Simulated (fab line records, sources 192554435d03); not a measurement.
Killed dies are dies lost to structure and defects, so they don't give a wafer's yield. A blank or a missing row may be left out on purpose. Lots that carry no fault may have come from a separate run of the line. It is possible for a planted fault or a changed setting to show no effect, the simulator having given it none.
Which tool was responsible? | flow n5 finfet | 12 lots with 34 wafers sampled at 3 steps, on a route of 1938 steps

## WHAT EACH GAUGE READ, for each wafer
N5_BEOL_M8_THK_MEAS_01. Usual: for M8_ILD_THK the level is 154.6 nm and the standard deviation is 1.8.
lot  | measured     | on            | M8_ILD_THK (nm)   | flag
L375 | day 9 18:00  | film metro-02 | 154.8 154.0 155.0 |
L377 | day 10 14:19 | film metro-01 | 156.1 154.0 158.6 |
L380 | day 10 15:25 | film metro-02 | 152.3 154.6 157.9 |
L378 | day 10 16:00 | film metro-01 | 155.9 155.0 157.2 |
L381 | day 11 08:17 | film metro-02 | 151.7 153.3 153.0 |
L382 | day 11 12:26 | film metro-01 | 153.5 153.7 156.7 |
L388 | day 12 21:04 | film metro-01 | 153.4 153.3 155.2 |
L390 | day 13 07:48 | film metro-01 | 152.1 155.2 152.7 |
L389 | day 13 10:48 | film metro-02 | 153.5 156.7       |
L392 | day 13 17:14 | film metro-01 | 151.6 156.4 156.0 |
L391 | day 13 21:39 | film metro-01 | 153.7 154.1 155.6 |
L394 | day 14 06:19 | film metro-01 | 153.6 152.8       |

## WHICH TOOL RAN EACH LOT (tool, then ch and the chambers of the sampled wafers, then the start)
lot  | N5_BEOL_M7_DEGAS_44          | N5_BEOL_M7_CMP_52
L375 | pvd sputter-02, day 9 14:02  | cmp-02 ch 0,1,2, day 9 15:56
L377 | pvd sputter-02, day 10 11:53 | cmp-01 ch 1,2, day 10 13:14
L380 | pvd sputter-01, day 10 12:49 | cmp-04 ch 1,2,3, day 10 14:22
L378 | pvd sputter-01, day 10 12:54 | cmp-04 ch 2,3, day 10 14:54
L381 | pvd sputter-03, day 11 05:42 | cmp-02 ch 0,1,3, day 11 07:18
L382 | pvd sputter-01, day 11 09:50 | cmp-02 ch 0,2, day 11 11:07
L388 | pvd sputter-01, day 12 18:26 | cmp-04 ch 0,1, day 12 19:59
L390 | pvd sputter-01, day 13 04:52 | cmp-04 ch 2,3, day 13 06:38
L389 | pvd sputter-02, day 13 07:46 | cmp-04 ch 2, day 13 09:44
L392 | pvd sputter-02, day 13 14:47 | cmp-01 ch 0,2,3, day 13 16:10
L391 | pvd sputter-03, day 13 19:27 | cmp-04 ch 0,3, day 13 20:35
L394 | pvd sputter-02, day 14 02:49 | cmp-04 ch 0,2, day 14 05:13
- N5_BEOL_M7_DEGAS_44: time 60 s.
- N5_BEOL_M7_CMP_52: polishes, stops on SiCOH lowk, t overpolish 6.9 s, target thk 80 nm.

## AS READ BY THE TOOLS THEMSELVES (means over the sampled wafers that have a number; for cases with no such wafer, the mark the record gives instead)
N5_BEOL_M7_DEGAS_44. Usual: heater power w 332 W, standard deviation 44.
lot  | tool           | heater power w (W) | flag
L375 | pvd sputter-02 | 302                |
L377 | pvd sputter-02 | 350                |
L380 | pvd sputter-01 | 338                |
L378 | pvd sputter-01 | 332                |
L381 | pvd sputter-03 | 339                |
L382 | pvd sputter-01 | 320                |
L388 | pvd sputter-01 | 315                |
L390 | pvd sputter-01 | 329                |
L389 | pvd sputter-02 | 310                |
L392 | pvd sputter-02 | 303                |
L391 | pvd sputter-03 | 308                |
L394 | pvd sputter-02 | 381                |

N5_BEOL_M7_CMP_52. Usual: barrier field endpoint s 29.1 s, standard deviation 0.78; motor current A 6.0 A, standard deviation 0.65; overpolish run s 6.900 s, standard deviation 0.0097; time to endpoint s 62 s, standard deviation 3.2.
lot  | tool   | barrier field endpoint s (s) | motor current A (A) | overpolish run s (s) | time to endpoint s (s) | flag
L375 | cmp-02 | 28.6                         | 6.5                 | 6.911                | 61                     |
L377 | cmp-01 | 29.5                         | 6.3                 | 6.895                | 63                     |
L380 | cmp-04 | 29.5                         | 5.5                 | 6.908                | 61                     |
L378 | cmp-04 | 29.6                         | 5.6                 | 6.900                | 63                     |
L381 | cmp-02 | 29.3                         | 5.9                 | 6.905                | 64                     |
L382 | cmp-02 | 27.9                         | 6.7                 | 6.903                | 60                     |
L388 | cmp-04 | 28.9                         | 5.9                 | 6.910                | 62                     |
L390 | cmp-04 | 29.1                         | 5.7                 | 6.888                | 61                     |
L389 | cmp-04 | 23.0                         | 5.5                 | 6.906                | 50                     | OFF
L392 | cmp-01 | 28.6                         | 5.9                 | 6.907                | 60                     |
L391 | cmp-04 | 21.0                         | 6.3                 | 6.897                | 43                     | OFF
L394 | cmp-04 | 23.2                         | 5.9                 | 6.905                | 50                     | OFF

## THE ANSWER, worked out from the rows above alone
Rule: lot off if the mean of its wafers having a number is beyond 3 standard deviations from the usual mean. A lot without any number at a reading at which 4 lots or more have one is off too. Any other lot the step has rows for is counted as sound. First the gauges in route order, then the tools' own readings, where a lot's mean is used as printed above. At the first step where some lot is off, the reading lying furthest off is the one used; lots without a number count as furthest.
Off, at N5_BEOL_M7_CMP_52 on barrier field endpoint s: L389, L391, L394.
A tool fits if, at that step or a process step before it, it ran every lot that is off, and no sound lot after the first of them. One fits: N5_BEOL_M7_CMP_52 on cmp-04. Its last sound lot is L390 (day 13 06:38), its first lot that is off L389 (day 13 09:44): a fault that began between those two fits.
The tool's own readings at N5_BEOL_M7_CMP_52 bear it out: on the lots that are off they differ by more than 5 times the standard deviation of the sound lots' means. barrier field endpoint s reads 22.4 s there against 29.0 s on the sound lots; time to endpoint s reads 48 s there against 62 s on the sound lots.

## WHAT THE SIMULATOR PUT IN
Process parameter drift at N5_BEOL_M7_CMP_52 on cmp-04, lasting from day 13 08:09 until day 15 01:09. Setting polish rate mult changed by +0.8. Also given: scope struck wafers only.
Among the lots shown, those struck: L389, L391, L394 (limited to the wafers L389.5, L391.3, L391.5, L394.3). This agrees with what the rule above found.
